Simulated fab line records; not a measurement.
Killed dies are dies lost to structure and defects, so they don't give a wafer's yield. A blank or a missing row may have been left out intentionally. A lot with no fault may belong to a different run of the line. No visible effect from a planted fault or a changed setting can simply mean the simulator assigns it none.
Matching of chambers    flow nandHarc    NHARC_A_CHANNEL_FILL_D2_ETCHBACK_20 on rieDiel-05: 4 sister chambers
The step etches the open film in C4F8/O2/Ar, target depth 27 nm, time 13.5 s. 8 wafers are shown with their chamber, then 12 later ones without.

== WAFERS PAIRED WITH THEIR CHAMBERS ==
wafer   chamber  rfVppV (V)  oesProductAu (a.u.)
L080.1  3        972         1.010
L085.6  1        977         0.997
L086.2  1        977         0.992
L086.4  2        977         1.003
L086.6  0        977         1.005
L087.1  3        973         0.996
L087.2  0        977         1.004
L087.3  2        977         1.005

== WAFERS WHOSE CHAMBER IS MISSING ==
wafer   rfVppV (V)  oesProductAu (a.u.)
L093.2  978         0.941
L093.4  979         0.934
L093.6  977         0.934
L094.1  978         1.004
L094.5  976         0.999
L094.6  972         0.933
L095.1  978         1.009
L095.4  978         1.011
L095.6  972         0.991
L097.2  972         0.998
L097.4  977         1.001
L097.6  977         1.006

== CHAMBER TAKEN BY EACH ==
wafer   from the rows above           in truth
L093.2  can't be placed: 1 or 2 or 0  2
L093.4  can't be placed: 1 or 2 or 0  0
L093.6  can't be placed: 1 or 2 or 0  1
L094.1  can't be placed: 2 or 0 or 1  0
L094.5  can't be placed: 1 or 2 or 0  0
L094.6  3                             3
L095.1  can't be placed: 0 or 2 or 1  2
L095.4  can't be placed: 0 or 2 or 1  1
L095.6  3                             3
L097.2  3                             3
L097.4  can't be placed: 2 or 0 or 1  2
L097.6  can't be placed: 0 or 2 or 1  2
3 of 12 placed correctly. These rows do not allow placing 9 (true chamber among the candidates in 9). Number placed wrongly: 0.
How it was worked out, from the rows above alone: a wafer's distance from a chamber is the root of the sum, over the readings, of the square of ((its reading less the chamber's mean) divided by the reading's scatter). The wafer belongs to the nearest chamber; if the next one is less than 2 further off, it can't be placed. For every chamber, the mean is computed from those of its wafers that are shown. How the scatter is found: for the shown wafers, subtract from each reading the mean of its chamber, square and add these, divide the total by (wafers less chambers), then take the root.
